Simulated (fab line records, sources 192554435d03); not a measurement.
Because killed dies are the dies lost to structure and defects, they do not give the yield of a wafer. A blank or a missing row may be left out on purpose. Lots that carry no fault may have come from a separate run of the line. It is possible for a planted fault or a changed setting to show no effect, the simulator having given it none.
Matching of chambers :: flow n5 finfet :: N5_GATE_CUT_CMP_02 on cmp-04 has 4 sister chambers
The step polishes, stops on SiO2, t overpolish 12.7 s, target thk 0 nm. 18 wafers are shown with their chamber, then 9 later ones without.

## WAFERS WITH THEIR CHAMBER
wafer: L074.1
chamber: 0
motor current A (A): 9.8
time to endpoint s (s): 27.0
overpolish run s (s): 12.694

wafer: L074.5
chamber: 3
motor current A (A): 7.4
time to endpoint s (s): 24.5
overpolish run s (s): 12.696

wafer: L074.6
chamber: 0
motor current A (A): 9.8
time to endpoint s (s): 25.3
overpolish run s (s): 12.700

wafer: L075.3
chamber: 1
motor current A (A): 8.1
time to endpoint s (s): 28.4
overpolish run s (s): 12.682

wafer: L075.4
chamber: 0
motor current A (A): 9.9
time to endpoint s (s): 25.6
overpolish run s (s): 12.704

wafer: L075.6
chamber: 2
motor current A (A): 8.3
time to endpoint s (s): 31.4
overpolish run s (s): 12.686

wafer: L076.1
chamber: 3
motor current A (A): 7.0
time to endpoint s (s): 23.0
overpolish run s (s): 12.714

wafer: L076.5
chamber: 2
motor current A (A): 8.6
time to endpoint s (s): 28.7
overpolish run s (s): 12.689

wafer: L076.6
chamber: 1
motor current A (A): 8.5
time to endpoint s (s): 26.2
overpolish run s (s): 12.706

wafer: L077.2
chamber: 3
motor current A (A): 7.5
time to endpoint s (s): 22.4
overpolish run s (s): 12.713

wafer: L077.3
chamber: 2
motor current A (A): 7.8
time to endpoint s (s): 30.2
overpolish run s (s): 12.700

wafer: L077.6
chamber: 1
motor current A (A): 8.6
time to endpoint s (s): 25.1
overpolish run s (s): 12.710

wafer: L080.1
chamber: 1
motor current A (A): 8.2
time to endpoint s (s): 28.1
overpolish run s (s): 12.710

wafer: L080.5
chamber: 3
motor current A (A): 7.5
time to endpoint s (s): 26.5
overpolish run s (s): 12.688

wafer: L080.6
chamber: 2
motor current A (A): 8.0
time to endpoint s (s): 27.4
overpolish run s (s): 12.701

wafer: L083.1
chamber: 0
motor current A (A): 10.4
time to endpoint s (s): 20.1
overpolish run s (s): 12.696

wafer: L083.4
chamber: 1
motor current A (A): 8.6
time to endpoint s (s): 27.5
overpolish run s (s): 12.689

wafer: L083.5
chamber: 3
motor current A (A): 6.9
time to endpoint s (s): 23.6
overpolish run s (s): 12.713

SIGNATURES (means of the wafers above)
reading: motor current A
chamber 0: 9.975
chamber 1: 8.400
chamber 2: 8.175
chamber 3: 7.260
scatter within a chamber: 0.289

reading: time to endpoint s
chamber 0: 24.500
chamber 1: 27.060
chamber 2: 29.425
chamber 3: 24.000
scatter within a chamber: 1.97

reading: overpolish run s
chamber 0: 12.69850
chamber 1: 12.69940
chamber 2: 12.69400
chamber 3: 12.70480
scatter within a chamber: 0.0103
Rule: distance of a wafer from a chamber = root of the sum over the readings of ((wafer's reading minus chamber's mean) / reading's scatter) squared. If the next closest chamber is less than 2 further off than the closest, the wafer can't be placed; otherwise it belongs to the closest. How the scatter is found: for the shown wafers, subtract from each reading the mean of its chamber, square and add these, divide the total by (wafers less chambers), then take the root.

## WAFERS WHOSE CHAMBER IS MISSING
wafer: L086.3
motor current A (A): 7.3
time to endpoint s (s): 23.9
overpolish run s (s): 12.702

wafer: L086.4
motor current A (A): 8.4
time to endpoint s (s): 25.9
overpolish run s (s): 12.684

wafer: L086.5
motor current A (A): 10.3
time to endpoint s (s): 24.0
overpolish run s (s): 12.700

wafer: L091.2
motor current A (A): 9.9
time to endpoint s (s): 22.9
overpolish run s (s): 12.695

wafer: L091.3
motor current A (A): 7.5
time to endpoint s (s): 22.6
overpolish run s (s): 12.699

wafer: L091.4
motor current A (A): 8.6
time to endpoint s (s): 26.5
overpolish run s (s): 12.694

wafer: L094.1
motor current A (A): 7.3
time to endpoint s (s): 20.4
overpolish run s (s): 12.696

wafer: L094.4
motor current A (A): 9.8
time to endpoint s (s): 20.4
overpolish run s (s): 12.687

wafer: L094.6
motor current A (A): 8.6
time to endpoint s (s): 24.7
overpolish run s (s): 12.704

## WHICH CHAMBER EACH ONE RAN IN
wafer: L086.3
from the rows above: 3
in truth: 3

wafer: L086.4
from the rows above: can't be placed: 1 or 2
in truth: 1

wafer: L086.5
from the rows above: 0
in truth: 0

wafer: L091.2
from the rows above: 0
in truth: 0

wafer: L091.3
from the rows above: 3
in truth: 3

wafer: L091.4
from the rows above: can't be placed: 1 or 2
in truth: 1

wafer: L094.1
from the rows above: 3
in truth: 3

wafer: L094.4
from the rows above: 0
in truth: 0

wafer: L094.6
from the rows above: can't be placed: 1 or 2
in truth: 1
Correct placement for 6 of the 9. These rows do not allow placing 3 (true chamber among the candidates in 3). Wrongly placed: 0.
